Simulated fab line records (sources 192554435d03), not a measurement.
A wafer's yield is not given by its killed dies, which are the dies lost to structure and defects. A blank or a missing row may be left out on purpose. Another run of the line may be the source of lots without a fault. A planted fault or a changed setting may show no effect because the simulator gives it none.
fab line records || flow n5Finfet
[record] {"lots": 3, "wafers": 9, "lastDay": 17}
route steps=1938 shown BEOL_M4@1028
lots that met no fault: from a run of the same line without faults
startH: the number of hours between the record's first day and the start of the first shown wafer of the lot || waitH: hours from the lot's prior step to this one || " unchanged from the row above || L1.1+2: one row covering several wafers at once || - no value present, or no start provided || * or withheld: withheld || < > ~ a bound
route shown NAME@n: NAME is a module with steps in the file, n the number in the route of the first one || usual: mean/standard deviation taken from wafers without a fault || same: alike in all rows || chamber/n: place in a boat || sites: readings site by site || _std_site: their standard deviation || _edge_site: outer sites' mean less inner sites' || radiusMm: how far each site lies from the wafer's centre || mask NAME#n: copy n || behind: the most recent tool/chamber to have shaped the wafer || hold: why the lot was held/for how many hours/how that ended || device: the transistor (n, p or np) that didn't switch || end of line: the same wafers' tests at the end of the route || a step given without rows: its recipe and nothing more || killed: the dies lost at the first sort to structure and to defects; this is not the yield of the wafer || map: a wafer's dies, x killed, . not, _ none there
set.NAME: the setting that was run; set.NAME@STEP: the one run at that earlier step || model.NAME: the simulator's own value behind a step, which no gauge read
lots at some steps of the route; a table a step, a row a wafer
services: the hour from which a tool's chamber was out of use, counted from the record's first day as startH (under 0 if before that day), plus the number of hours and why
[[steps]]
[step N5_BEOL_M4_COAT_05]
[recipe] {"resist": "CAR-EUV", "spinRpm": 1500, "resistThkNm": 30}
[step N5_BEOL_M4_EBR_07]
[recipe] {"solvent": "PGMEA", "ebrWidthMm": 1.5}
[step N5_BEOL_M4_SOFTBAKE_06]
[recipe] {"tempC": 110, "timeS": 60, "resist": "CAR-EUV"}
[step N5_BEOL_M4_EXPOSE_08]
[recipe] {"maskId": "M4", "na": 0.33, "sourceShape": "dipole", "sigmaInner": 0.369, "sigmaOuter": 0.767, "polarization": "unpolarized", "doseMj": 41.25}
[step N5_BEOL_M4_PEB_09]
[recipe] {"pebTempC": 100, "pebTimeS": 60, "resist": "CAR-EUV"}
[step N5_BEOL_M4_DEVELOP_10]
[recipe] {"developTimeS": 30, "developer": "TMAH", "resist": "CAR-EUV", "rinseLiquid": "surfactantRinse", "dry": "airSpin", "devTempC": 23}
[step N5_BEOL_M4_DESCUM_16]
[recipe] {"chemistry": "O2", "timeS": 7, "sourcePowerW": 50, "biasPowerW": 20, "pressureMtorr": 20, "rfFrequencyHz": 2.712e+07, "tempC": 40, "resist": "CAR-EUV", "o2FlowSccm": 225}
[step N5_BEOL_M4_ETCH_74]
[recipe] {"chemistry": "N2/H2", "target": "underlayer", "targetDepthA": 65, "maskMaterial": "CAR-EUV", "timeS": 5.2, "ionEnergyEv": 200, "pressureMtorr": 30, "sourceW": 840, "biasW": 150, "n2FlowSccm": 200, "h2FlowSccm": 200, "ends": "cleared"}
[step N5_BEOL_M4_ETCH_63]
[recipe] {"chemistry": "CF4", "target": "SiARC", "targetDepthA": 156, "maskMaterial": "CAR-EUV", "timeS": 26, "ionEnergyEv": 80, "pressureMtorr": 40, "sourceW": 545, "biasW": 36, "Ar_flow_sccm": 100, "cf4FlowSccm": 100, "ends": "cleared"}
[step N5_BEOL_M4_ETCH_64]
[recipe] {"chemistry": "N2/H2", "target": "SOC", "targetDepthA": 750, "overetchA": 225, "maskMaterial": "SiARC", "tempC": 40, "timeS": 121.9, "ionEnergyEv": 200, "pressureMtorr": 30, "sourceW": 840, "biasW": 150, "n2FlowSccm": 200, "h2FlowSccm": 200}
[usual] {"drypumpMotorCurrentA": "5.6/0.42", "oesProductAu": "0.61/0.064", "rfVppV": "523.1/1.8", "showerheadPlenumPTorr": "2.51/0.059", "throttleValvePct": "17.66/0.27"}
{"lot.wafer": "L820.4", "tool": "rieDiel-04", "chamber": 1, "startH": 186.67, "waitH": 0.0, "drypumpMotorCurrentA": 5.4, "oesProductAu": 0.68, "rfHoursCounterH": 29, "rfVppV": 521.6, "showerheadPlenumPTorr": 2.49, "throttleValvePct": 17.75, "model.SiARC_of_BEOL_M4_COAT_62.thkNm": 6.2, "model.BEOL_M4.cdOffsetNm": 0.2}
{"lot.wafer": "L820.5", "tool": "rieDiel-04", "chamber": 1, "startH": 186.67, "waitH": 0.0, "drypumpMotorCurrentA": 5.4, "oesProductAu": 0.67, "rfHoursCounterH": "-", "rfVppV": 521.8, "showerheadPlenumPTorr": 2.49, "throttleValvePct": 17.75, "model.SiARC_of_BEOL_M4_COAT_62.thkNm": 6.2, "model.BEOL_M4.cdOffsetNm": 0}
{"lot.wafer": "L820.6", "tool": "rieDiel-04", "chamber": 2, "startH": 186.67, "waitH": 0.0, "drypumpMotorCurrentA": 5.5, "oesProductAu": 0.62, "rfHoursCounterH": "-", "rfVppV": 522.3, "showerheadPlenumPTorr": 2.46, "throttleValvePct": 17.27, "model.SiARC_of_BEOL_M4_COAT_62.thkNm": 6.2, "model.BEOL_M4.cdOffsetNm": 0.2}
{"lot.wafer": "L826.3", "tool": "rieDiel-04", "chamber": 0, "startH": 216.55, "waitH": 0.0, "drypumpMotorCurrentA": 6.1, "oesProductAu": 0.54, "rfHoursCounterH": 244, "rfVppV": 522.4, "showerheadPlenumPTorr": 2.47, "throttleValvePct": 17.65, "model.SiARC_of_BEOL_M4_COAT_62.thkNm": 6.2, "model.BEOL_M4.cdOffsetNm": 0.6}
{"lot.wafer": "L826.4", "tool": "rieDiel-04", "chamber": 3, "startH": 216.55, "waitH": 0.0, "drypumpMotorCurrentA": 4.9, "oesProductAu": 0.49, "rfHoursCounterH": 179, "rfVppV": 522.0, "showerheadPlenumPTorr": 2.45, "throttleValvePct": 17.99, "model.SiARC_of_BEOL_M4_COAT_62.thkNm": 4.4, "model.BEOL_M4.cdOffsetNm": 1}
{"lot.wafer": "L826.6", "tool": "rieDiel-04", "chamber": 0, "startH": 216.55, "waitH": 0.0, "drypumpMotorCurrentA": 6.1, "oesProductAu": 0.46, "rfHoursCounterH": "-", "rfVppV": 522.5, "showerheadPlenumPTorr": 2.47, "throttleValvePct": 17.66, "model.SiARC_of_BEOL_M4_COAT_62.thkNm": 3.8, "model.BEOL_M4.cdOffsetNm": 1.6}
{"lot.wafer": "L838.1", "tool": "rieDiel-03", "chamber": 0, "startH": 292.58, "waitH": 0.0, "drypumpMotorCurrentA": 6.3, "oesProductAu": 0.53, "rfHoursCounterH": 228, "rfVppV": 522.3, "showerheadPlenumPTorr": 2.50, "throttleValvePct": 17.88, "model.SiARC_of_BEOL_M4_COAT_62.thkNm": 6.6, "model.BEOL_M4.cdOffsetNm": 0.4}
{"lot.wafer": "L838.4", "tool": "rieDiel-03", "chamber": 1, "startH": 292.58, "waitH": 0.0, "drypumpMotorCurrentA": 5.1, "oesProductAu": 0.63, "rfHoursCounterH": 51, "rfVppV": 524.9, "showerheadPlenumPTorr": 2.57, "throttleValvePct": 17.71, "model.SiARC_of_BEOL_M4_COAT_62.thkNm": 6.4, "model.BEOL_M4.cdOffsetNm": 0.8}
{"lot.wafer": "L838.6", "tool": "rieDiel-03", "chamber": 1, "startH": 292.58, "waitH": 0.0, "drypumpMotorCurrentA": 5.1, "oesProductAu": 0.64, "rfHoursCounterH": "-", "rfVppV": 523.8, "showerheadPlenumPTorr": 2.57, "throttleValvePct": 17.71, "model.SiARC_of_BEOL_M4_COAT_62.thkNm": 6.4, "model.BEOL_M4.cdOffsetNm": 0.8}
[step N5_BEOL_M4_STRIP_65]
[recipe] {"chemistry": "N2/H2", "tempC": 40, "n2FlowSccm": 200, "h2FlowSccm": 200, "rfFrequencyHz": 6e+07}
[step N5_BEOL_M4_STRIP_75]
[recipe] {"chemistry": "N2/H2", "tempC": 40, "n2FlowSccm": 200, "h2FlowSccm": 200, "rfFrequencyHz": 6e+07}
[step N5_BEOL_M4_STRIP_66]
[recipe] {"chemistry": "CF4", "resist": "SiARC", "powerW": 300, "biasPowerW": 75, "pressureMtorr": 50, "cf4FlowSccm": 150, "rfFrequencyHz": 6e+07}
[step N5_BEOL_M4_HM_OPEN_17]
[recipe] {"chemistry": "Cl2/BCl3", "targetDepthA": 200, "overetchA": 60, "target": "TiN", "maskMaterial": "SOC", "ionEnergyEv": 150, "pressureMtorr": 10, "icpW": 1000, "biasW": 126, "Cl2_flow_sccm": 53.25, "bcl3FlowSccm": 21.75, "Ar_flow_sccm": 25}
[usual] {"drypumpMotorCurrentA": "5.8/0.42", "mfcArSccm": "25.00/0.065", "oesProductAu": "0.67/0.093", "throttleValvePct": "21.8/0.31"}
{"lot.wafer": "L820.4", "tool": "rieMetal-01", "chamber": 1, "startH": 186.87, "waitH": 0.1, "drypumpMotorCurrentA": 5.3, "mfcArSccm": 25.07, "oesProductAu": 0.67, "rfHoursCounterH": "-", "throttleValvePct": 21.9, "model.etch.depthNm": 20.05, "model.BEOL_M4.cdOffsetNm": 0}
{"lot.wafer": "L820.5", "tool": "rieMetal-01", "chamber": 1, "startH": 186.87, "waitH": 0.1, "drypumpMotorCurrentA": 5.3, "mfcArSccm": 25.06, "oesProductAu": 0.67, "rfHoursCounterH": "-", "throttleValvePct": 21.9, "model.etch.depthNm": 20.12, "model.BEOL_M4.cdOffsetNm": 0}
{"lot.wafer": "L820.6", "tool": "rieMetal-01", "chamber": 0, "startH": 186.87, "waitH": 0.1, "drypumpMotorCurrentA": 5.8, "mfcArSccm": 25.09, "oesProductAu": 0.73, "rfHoursCounterH": "-", "throttleValvePct": 21.5, "model.etch.depthNm": 20.2, "model.BEOL_M4.cdOffsetNm": 0.2}
{"lot.wafer": "L826.3", "tool": "rieMetal-01", "chamber": 0, "startH": 216.76, "waitH": 0.1, "drypumpMotorCurrentA": 5.8, "mfcArSccm": 25.03, "oesProductAu": 0.72, "rfHoursCounterH": "-", "throttleValvePct": 21.5, "model.etch.depthNm": 19.95, "model.BEOL_M4.cdOffsetNm": 0.6}
{"lot.wafer": "L826.4", "tool": "rieMetal-01", "chamber": 1, "startH": 216.76, "waitH": 0.1, "drypumpMotorCurrentA": 5.3, "mfcArSccm": 25.09, "oesProductAu": 0.59, "rfHoursCounterH": "-", "throttleValvePct": 22.1, "model.etch.depthNm": 15.61, "model.BEOL_M4.cdOffsetNm": 1}
{"lot.wafer": "L826.6", "tool": "rieMetal-01", "chamber": 1, "startH": 216.76, "waitH": 0.1, "drypumpMotorCurrentA": 5.3, "mfcArSccm": 25.10, "oesProductAu": 0.57, "rfHoursCounterH": "-", "throttleValvePct": 22.1, "model.etch.depthNm": 14.95, "model.BEOL_M4.cdOffsetNm": 1.4}
{"lot.wafer": "L838.1", "tool": "rieMetal-02", "chamber": 0, "startH": 292.76, "waitH": 0.0, "drypumpMotorCurrentA": 5.9, "mfcArSccm": 25.09, "oesProductAu": 0.70, "rfHoursCounterH": 26, "throttleValvePct": 21.5, "model.etch.depthNm": 19.89, "model.BEOL_M4.cdOffsetNm": 0.4}
{"lot.wafer": "L838.4", "tool": "rieMetal-02", "chamber": 0, "startH": 292.76, "waitH": 0.0, "drypumpMotorCurrentA": 5.9, "mfcArSccm": 24.97, "oesProductAu": 0.70, "rfHoursCounterH": "-", "throttleValvePct": 21.5, "model.etch.depthNm": 19.63, "model.BEOL_M4.cdOffsetNm": 0.8}
{"lot.wafer": "L838.6", "tool": "rieMetal-02", "chamber": 0, "startH": 292.76, "waitH": 0.0, "drypumpMotorCurrentA": 6.0, "mfcArSccm": 25.08, "oesProductAu": 0.70, "rfHoursCounterH": "-", "throttleValvePct": 21.5, "model.etch.depthNm": 19.64, "model.BEOL_M4.cdOffsetNm": 0.6}
[step N5_BEOL_M4_STRIP_19]
[recipe] {"chemistry": "O2", "powerW": 400, "tempC": 40, "pressureMtorr": 30, "rfFrequencyHz": 6e+07, "biasPowerW": 0, "overashFraction": 0.2, "o2FlowSccm": 225}
[step N5_BEOL_M4_CD_MEAS_18]
[recipe] {"pitchNm": 36, "targetCdNm": 18}
[usual] {"cdNm": "18.1/0.34"}
{"lot.wafer": "L820.4", "tool": "cdSem-02", "chamber": "-", "startH": 187.13, "waitH": 0.1, "cdNm": 18.0}
{"lot.wafer": "L820.5", "tool": "cdSem-02", "chamber": "-", "startH": 187.13, "waitH": 0.1, "cdNm": 18.0}
{"lot.wafer": "L820.6", "tool": "cdSem-02", "chamber": "-", "startH": 187.13, "waitH": 0.1, "cdNm": 18.5}
{"lot.wafer": "L826.3", "tool": "cdSem-02", "chamber": "-", "startH": 216.95, "waitH": 0.1, "cdNm": 18.3}
{"lot.wafer": "L826.4", "tool": "cdSem-02", "chamber": "-", "startH": 216.95, "waitH": 0.1, "cdNm": 19.1}
{"lot.wafer": "L826.6", "tool": "cdSem-02", "chamber": "-", "startH": 216.95, "waitH": 0.1, "cdNm": 19.5}
{"lot.wafer": "L838.1", "tool": "cdSem-02", "chamber": "-", "startH": 293.17, "waitH": 0.0, "cdNm": 18.7}
{"lot.wafer": "L838.4", "tool": "cdSem-02", "chamber": "-", "startH": 293.17, "waitH": 0.0, "cdNm": 18.7}
{"lot.wafer": "L838.6", "tool": "cdSem-02", "chamber": "-", "startH": 293.17, "waitH": 0.0, "cdNm": 18.6}
[step N5_BEOL_M4_COAT_67]
[recipe] {"resist": "SOC", "tempC": 250, "timeS": 60, "spinRpm": 1500, "resistThkNm": 60}
[step N5_BEOL_M4_COAT_68]
[recipe] {"resist": "SiARC", "tempC": 220, "timeS": 60, "spinRpm": 1500, "resistThkNm": 12}
[step N5_BEOL_M4_COAT_76]
[recipe] {"resist": "underlayer", "tempC": 205, "timeS": 60, "spinRpm": 1500, "resistThkNm": 5}
[step N5_BEOL_M4_COAT_22]
[recipe] {"resist": "CAR-EUV", "spinRpm": 1500, "resistThkNm": 30}
[step N5_BEOL_M4_EBR_24]
[recipe] {"solvent": "PGMEA", "ebrWidthMm": 1.5}
[step N5_BEOL_M4_SOFTBAKE_23]
[recipe] {"tempC": 110, "timeS": 60, "resist": "CAR-EUV"}
[step N5_BEOL_M4_EXPOSE_25]
[recipe] {"maskId": "V3", "na": 0.33, "sourceShape": "quasar", "sigmaInner": 0.2, "sigmaOuter": 0.8, "polarization": "unpolarized", "defocusNm": 5, "doseMj": 63}
[step N5_BEOL_M4_PEB_26]
[recipe] {"pebTempC": 100, "pebTimeS": 60, "resist": "CAR-EUV"}
[step N5_BEOL_M4_DEVELOP_27]
[recipe] {"developTimeS": 30, "developer": "TMAH", "resist": "CAR-EUV", "rinseLiquid": "surfactantRinse", "dry": "airSpin", "devTempC": 23}
[step N5_BEOL_M4_DESCUM_33]
[recipe] {"chemistry": "O2", "timeS": 7, "sourcePowerW": 50, "biasPowerW": 20, "pressureMtorr": 20, "rfFrequencyHz": 2.712e+07, "tempC": 40, "resist": "CAR-EUV", "o2FlowSccm": 225}
[step N5_BEOL_M4_ETCH_77]
[recipe] {"chemistry": "N2/H2", "target": "underlayer", "targetDepthA": 65, "maskMaterial": "CAR-EUV", "timeS": 5.2, "ionEnergyEv": 200, "pressureMtorr": 30, "sourceW": 840, "biasW": 150, "n2FlowSccm": 200, "h2FlowSccm": 200, "ends": "cleared"}
[step N5_BEOL_M4_ETCH_69]
[recipe] {"chemistry": "CF4", "target": "SiARC", "targetDepthA": 156, "maskMaterial": "CAR-EUV", "timeS": 26, "ionEnergyEv": 80, "pressureMtorr": 40, "sourceW": 545, "biasW": 36, "Ar_flow_sccm": 100, "cf4FlowSccm": 100, "ends": "cleared"}
[step N5_BEOL_M4_ALD_98]
[recipe] {"material": "SiO2", "targetThkA": 25, "tempC": 100, "aldPrecursorFamily": "BDEAS", "aldCoReactant": "O2-plasma", "pulseTimeS": 1, "coReactantPulseTimeS": 1, "purgeTimeS": 2, "coReactantPurgeTimeS": 2, "aldCycles": 17, "pressureTorr": 2}
[step N5_BEOL_M4_ETCHBACK_99]
[recipe] {"chemistry": "CHF3", "target": "SiO2", "targetDepthA": 50, "timeS": 10.4, "sourceW": 215, "biasW": 47, "Ar_flow_sccm": 200, "CHF3_flow_sccm": 12, "ionEnergyEv": 100, "pressureMtorr": 30}
[step N5_BEOL_M4_ETCH_70]
[recipe] {"chemistry": "N2/H2", "target": "SOC", "targetDepthA": 800, "overetchA": 240, "maskMaterial": "SiARC", "tempC": 40, "timeS": 130, "ionEnergyEv": 200, "pressureMtorr": 30, "sourceW": 840, "biasW": 150, "n2FlowSccm": 200, "h2FlowSccm": 200}
[step N5_BEOL_M4_STRIP_71]
[recipe] {"chemistry": "N2/H2", "tempC": 40, "n2FlowSccm": 200, "h2FlowSccm": 200, "rfFrequencyHz": 6e+07}
[step N5_BEOL_M4_STRIP_78]
[recipe] {"chemistry": "N2/H2", "tempC": 40, "n2FlowSccm": 200, "h2FlowSccm": 200, "rfFrequencyHz": 6e+07}
[step N5_BEOL_M4_VIA_ETCH_34]
[recipe] {"chemistry": "C4F6/O2", "targetDepthA": 694, "maskMaterial": "SOC", "pressureMtorr": 15, "ionEnergyEv": 250, "taperDeg": 4, "timeS": 65.9, "sourceW": 350, "biasW": 170, "Ar_flow_sccm": 300, "C4F6_flow_sccm": 10, "O2_flow_sccm": 10}
[step N5_BEOL_M4_STRIP_83]
[recipe] {"chemistry": "C4F6/O2", "resist": "SiARC", "rfFrequencyHz": 6e+07}
[step N5_BEOL_M4_STRIP_36]
[recipe] {"chemistry": "N2/H2", "powerW": 450, "tempC": 40, "pressureMtorr": 20, "rfFrequencyHz": 6e+07, "overashFraction": 0.3, "biasPowerW": 7, "h2Frac": 0.5, "n2FlowSccm": 200, "h2FlowSccm": 200}
[step N5_BEOL_M4_CD_MEAS_35]
[recipe] {"targetCdNm": 18, "targetCdYNm": 22.4, "polarity": "opening"}
[usual] {"cdNm": "18.0/0.43"}
{"lot.wafer": "L820.4", "tool": "cdSem-01", "chamber": "-", "startH": 195.24, "waitH": 0.0, "cdNm": 17.8}
{"lot.wafer": "L820.5", "tool": "cdSem-01", "chamber": "-", "startH": 195.24, "waitH": 0.0, "cdNm": 17.8}
{"lot.wafer": "L820.6", "tool": "cdSem-01", "chamber": "-", "startH": 195.24, "waitH": 0.0, "cdNm": 18.7}
{"lot.wafer": "L826.3", "tool": "cdSem-03", "chamber": "-", "startH": 221.73, "waitH": 0.0, "cdNm": 18.6}
{"lot.wafer": "L826.4", "tool": "cdSem-03", "chamber": "-", "startH": 221.73, "waitH": 0.0, "cdNm": 19.3}
{"lot.wafer": "L826.6", "tool": "cdSem-03", "chamber": "-", "startH": 221.73, "waitH": 0.0, "cdNm": 20.1}
{"lot.wafer": "L838.1", "tool": "cdSem-01", "chamber": "-", "startH": 294.72, "waitH": 0.0, "cdNm": 18.2}
{"lot.wafer": "L838.4", "tool": "cdSem-01", "chamber": "-", "startH": 294.72, "waitH": 0.0, "cdNm": 18.5}
{"lot.wafer": "L838.6", "tool": "cdSem-01", "chamber": "-", "startH": 294.72, "waitH": 0.0, "cdNm": 18.9}
[step N5_BEOL_M4_RC_MEAS_101]
[usual] {"DIBL_N": "36.2/2", "DIBL_P": "36.1/2.4", "IOFF_N": "0.16/0.035", "IOFF_P": "0.22/0.041", "ION_N": "675/14", "ION_P": "465/8.6", "SS_N": "71.5/0.64", "SS_P": "73.2/0.76", "VT_N": "250/3.9", "VT_P": "-249/3.4"}
{"lot.wafer": "L820.4", "tool": "prober-02", "chamber": 0, "startH": 199.60, "waitH": 0.5, "DIBL_N[mV/V]": 34.2, "DIBL_P[mV/V]": 33.6, "IOFF_N[nA/um]": 0.11, "IOFF_P[nA/um]": 0.15, "ION_N[uA/um]": 656, "ION_P[uA/um]": 453, "SS_N[mV/dec]": 71.0, "SS_P[mV/dec]": 72.7, "VT_N[mV]": 256, "VT_P[mV]": -254}
{"lot.wafer": "L820.5", "tool": "prober-02", "chamber": 0, "startH": 199.60, "waitH": 0.5, "DIBL_N[mV/V]": 31.8, "DIBL_P[mV/V]": 32.2, "IOFF_N[nA/um]": 0.08, "IOFF_P[nA/um]": 0.14, "ION_N[uA/um]": 638, "ION_P[uA/um]": 450, "SS_N[mV/dec]": 70.5, "SS_P[mV/dec]": 72.5, "VT_N[mV]": 260, "VT_P[mV]": -257}
{"lot.wafer": "L820.6", "tool": "prober-02", "chamber": 0, "startH": 199.60, "waitH": 0.5, "DIBL_N[mV/V]": 34.7, "DIBL_P[mV/V]": 35.2, "IOFF_N[nA/um]": 0.12, "IOFF_P[nA/um]": 0.17, "ION_N[uA/um]": 657, "ION_P[uA/um]": 455, "SS_N[mV/dec]": 70.5, "SS_P[mV/dec]": 72.9, "VT_N[mV]": 253, "VT_P[mV]": -252}
{"lot.wafer": "L826.3", "tool": "prober-02", "chamber": 0, "startH": 227.29, "waitH": 0.3, "DIBL_N[mV/V]": 39.9, "DIBL_P[mV/V]": 40.1, "IOFF_N[nA/um]": 0.22, "IOFF_P[nA/um]": 0.27, "ION_N[uA/um]": 695, "ION_P[uA/um]": 472, "SS_N[mV/dec]": 72.5, "SS_P[mV/dec]": 74.0, "VT_N[mV]": 243, "VT_P[mV]": -245}
{"lot.wafer": "L826.4", "tool": "prober-02", "chamber": 0, "startH": 227.29, "waitH": 0.3, "DIBL_N[mV/V]": 35.2, "DIBL_P[mV/V]": 33.3, "IOFF_N[nA/um]": 0.12, "IOFF_P[nA/um]": 0.15, "ION_N[uA/um]": 671, "ION_P[uA/um]": 460, "SS_N[mV/dec]": 71.5, "SS_P[mV/dec]": 73.3, "VT_N[mV]": 252, "VT_P[mV]": -253}
{"lot.wafer": "L826.6", "tool": "prober-02", "chamber": 0, "startH": 227.29, "waitH": 0.3, "DIBL_N[mV/V]": 36.2, "DIBL_P[mV/V]": 35.1, "IOFF_N[nA/um]": 0.15, "IOFF_P[nA/um]": 0.18, "ION_N[uA/um]": 688, "ION_P[uA/um]": 465, "SS_N[mV/dec]": 71.3, "SS_P[mV/dec]": 72.9, "VT_N[mV]": 247, "VT_P[mV]": -252}
{"lot.wafer": "L838.1", "tool": "prober-01", "chamber": 0, "startH": 298.57, "waitH": 0.0, "DIBL_N[mV/V]": 35.0, "DIBL_P[mV/V]": 34.5, "IOFF_N[nA/um]": 0.13, "IOFF_P[nA/um]": 0.20, "ION_N[uA/um]": 660, "ION_P[uA/um]": 465, "SS_N[mV/dec]": 70.9, "SS_P[mV/dec]": 73.2, "VT_N[mV]": 251, "VT_P[mV]": -249}
{"lot.wafer": "L838.4", "tool": "prober-01", "chamber": 0, "startH": 298.57, "waitH": 0.0, "DIBL_N[mV/V]": 36.9, "DIBL_P[mV/V]": 35.5, "IOFF_N[nA/um]": 0.16, "IOFF_P[nA/um]": 0.20, "ION_N[uA/um]": 672, "ION_P[uA/um]": 459, "SS_N[mV/dec]": 71.8, "SS_P[mV/dec]": 74.1, "VT_N[mV]": 248, "VT_P[mV]": -250}
{"lot.wafer": "L838.6", "tool": "prober-01", "chamber": 0, "startH": 298.57, "waitH": 0.0, "DIBL_N[mV/V]": 36.2, "DIBL_P[mV/V]": 34.7, "IOFF_N[nA/um]": 0.14, "IOFF_P[nA/um]": 0.18, "ION_N[uA/um]": 671, "ION_P[uA/um]": 457, "SS_N[mV/dec]": 71.6, "SS_P[mV/dec]": 73.4, "VT_N[mV]": 252, "VT_P[mV]": -255}
[[services]]
{"tool": "rieDiel-03", "chamber": 1, "startH": 188.21, "hours": 2.4, "kind": "repair"}
{"tool": "rieMetal-02", "chamber": "-", "startH": 212.04, "hours": 0.4, "kind": "repair"}
{"tool": "rieDiel-04", "chamber": 3, "startH": 218.89, "hours": 32.8, "kind": "repair"}
{"tool": "rieDiel-03", "chamber": 3, "startH": 234.65, "hours": "-", "kind": "clean"}
{"tool": "rieDiel-03", "chamber": 3, "startH": 234.65, "hours": "-", "kind": "consumableReplace:focusRing"}
{"tool": "rieDiel-03", "chamber": 3, "startH": 234.65, "hours": 20.9, "kind": "scheduledDown"}
{"tool": "rieDiel-03", "chamber": 3, "startH": 234.65, "hours": 20.9, "kind": "ventCycle"}
{"tool": "rieDiel-04", "chamber": 0, "startH": 251.90, "hours": "-", "kind": "clean"}
{"tool": "rieDiel-04", "chamber": 0, "startH": 251.90, "hours": "-", "kind": "consumableReplace:focusRing"}
{"tool": "rieDiel-04", "chamber": 0, "startH": 251.90, "hours": 31.1, "kind": "scheduledDown"}
{"tool": "rieDiel-04", "chamber": 0, "startH": 251.90, "hours": 31.1, "kind": "ventCycle"}
{"tool": "rieMetal-02", "chamber": "-", "startH": 286.09, "hours": 2.8, "kind": "pm"}
[[key]]
[firstSign] {"step": "N5_BEOL_M4_CD_MEAS_18", "reading": "cdNm", "direction": "up", "sigmas": 3.5, "usual": 18.1, "struck": 19.3}
[effect] {"step": "N5_BEOL_M4_CD_MEAS_35", "reading": "cdNm", "direction": "up", "sigmas": 3.8, "usual": 18.0, "struck": 19.7}
[modelEffect] {"step": "N5_BEOL_M4_ETCH_64", "value": "SiARC_of_BEOL_M4_COAT_62.thkNm", "without": 6.4, "struck": 4.1}
[modelEffect] {"step": "N5_BEOL_M4_HM_OPEN_17", "value": "etch.depthNm", "without": 20.1, "struck": 15.28}
metAt N5_BEOL_M4_ETCH_64
struckWafers L826.4,L826.6
onsetBetween 186.67 216.55
[fault] {"kind": "processParameterDrift", "tool": "rieDiel-04", "chamber": "-", "onsetH": 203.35, "steps": "N5_BEOL_M4_ETCH_64", "channel": "timeS", "offset": "*", "shape": "step", "endH": 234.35, "scope": "struckWafersOnly", "actsIn": "*", "stated": "*"}
